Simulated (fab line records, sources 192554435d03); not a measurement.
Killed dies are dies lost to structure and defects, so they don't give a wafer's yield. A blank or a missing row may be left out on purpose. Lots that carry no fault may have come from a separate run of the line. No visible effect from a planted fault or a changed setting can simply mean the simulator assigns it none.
8D (eight disciplines) problem report, filled in by code ; flow n5Finfet ; the parts of the form that need people (team, actions taken, sign-off) are left out

== 1. WHAT IS WRONG ==
rfFwdPowerW at N5_MOL_CONTACT_COAG_ETCH_124 reads a mean of 487.9 W on 2 wafers of 1 lot; wafers without a fault read 390.0 W with a standard deviation of 1.8. That is +54 standard deviations from the usual mean.
The step: etches SiNx in CH3F/O2, stops on SiOC, target depth 6.5 nm.
The first sign was on wafer L540.1 at day 8 03:33, on rieDiel-03. The record has a number at this step for 27 wafers belonging to 9 lots. Rule for "out", or "out of limits": more than 4 standard deviations from the usual mean. The rest of the wafers with a number are treated as sound.

== 2. WHAT IT IS AND WHAT IT IS NOT ==
question;is;is not
which readings at this step;rfFwdPowerW, rfVppV;drypumpMotorCurrentA, oesProductAu, showerheadPlenumPTorr, throttleValvePct
which lots;L540;L530, L531, L532, L542, L545, L548, L549, L551
which wafers of those lots;L540.1, L540.5;L540.4
read on which tools;rieDiel-03;rieDiel-02, rieDiel-05
when;from day 8 03:33;"up to then (10 sound wafers); but 15 sound wafers of L542, L545, L548, L549, L551 came after"

== 3. WHAT RULES OUT EACH SUSPECT ==
Counting: a tool at a process step up to the reading stays a suspect if it ran every lot that is out. Sound lots after the first of them don't rule it out here, since some wafers of a struck lot are sound.
- plasmaAsher-01 at N5_MOL_CONTACT_COAG_STRIP_119 (strips in N2/H2, time 30 s): kept. It processed L540, the lot that is out, at day 8 02:19, and its most recent sound lot before then was L531 at day 5 13:51.
- rieDiel-03 at N5_MOL_CONTACT_COAG_ETCHBACK_136 (etches SiO2 in CHF3, target depth 25 nm, time 16.7 s): kept. It processed L540, the lot that is out, at day 8 03:29, and its most recent sound lot before then was L532 at day 5 23:36.
- rieDiel-03 at N5_MOL_CONTACT_COAG_ETCH_124 (etches SiNx in CH3F/O2, stops on SiOC, target depth 6.5 nm): kept. It processed L540, the lot that is out, at day 8 03:33, and its most recent sound lot before then was L532 at day 5 23:40. Out on those wafers are its own readings of rfFwdPowerW, rfVppV.
- The sound lot-mates ran in chamber 3 of rieDiel-03 at N5_MOL_CONTACT_COAG_ETCHBACK_136, but the wafers that are out ran in chamber 1.
- The sound lot-mates ran in chamber 3 of rieDiel-03 at N5_MOL_CONTACT_COAG_ETCH_124, but the wafers that are out ran in chamber 1.
After the count, these remain: plasmaAsher-01 at N5_MOL_CONTACT_COAG_STRIP_119, rieDiel-03 at N5_MOL_CONTACT_COAG_ETCHBACK_136 and rieDiel-03 at N5_MOL_CONTACT_COAG_ETCH_124.

== 4. THE CAUSE (what the simulator had put in) ==
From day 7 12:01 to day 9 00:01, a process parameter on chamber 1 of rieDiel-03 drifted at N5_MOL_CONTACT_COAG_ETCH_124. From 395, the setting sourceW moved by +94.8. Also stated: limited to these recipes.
3 suspects survive the count, and this tool is in that group.

== 5. THE EFFECT CHAIN, in route order ==
One row per reading whose mean, taken over the struck wafers that have a number, lies over 3 standard deviations from the usual. Only readings whose record carries a usual standard deviation are examined. hours: median over the lots of the time between each lot's start at the first step of this table that gives one and its start at this step. sigmas: the change, counted in usual standard deviations.
hours;step;reading;usual;on struck wafers;change;sigmas
0;N5_MOL_CONTACT_COAG_ETCH_124;rfFwdPowerW;390.0 W;487.9;+97.9;+54
0;N5_MOL_CONTACT_COAG_ETCH_124;rfVppV;298.8 V;271.7;-27.1;-9.0
Its process steps:
- N5_MOL_CONTACT_COAG_ETCH_124: etches SiNx in CH3F/O2, stops on SiOC, target depth 6.5 nm.
Later steps that measure or inspect, where all struck wafers having a row at the step show a number for every such reading and not one has moved that far: N5_BEOL_M4_RC_MEAS_101.

== 6. HOW IT WOULD HAVE BEEN CAUGHT EARLIER ==
In this record the first reading out of limits was taken at day 8 03:33, 16 hours after the fault began at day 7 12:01.
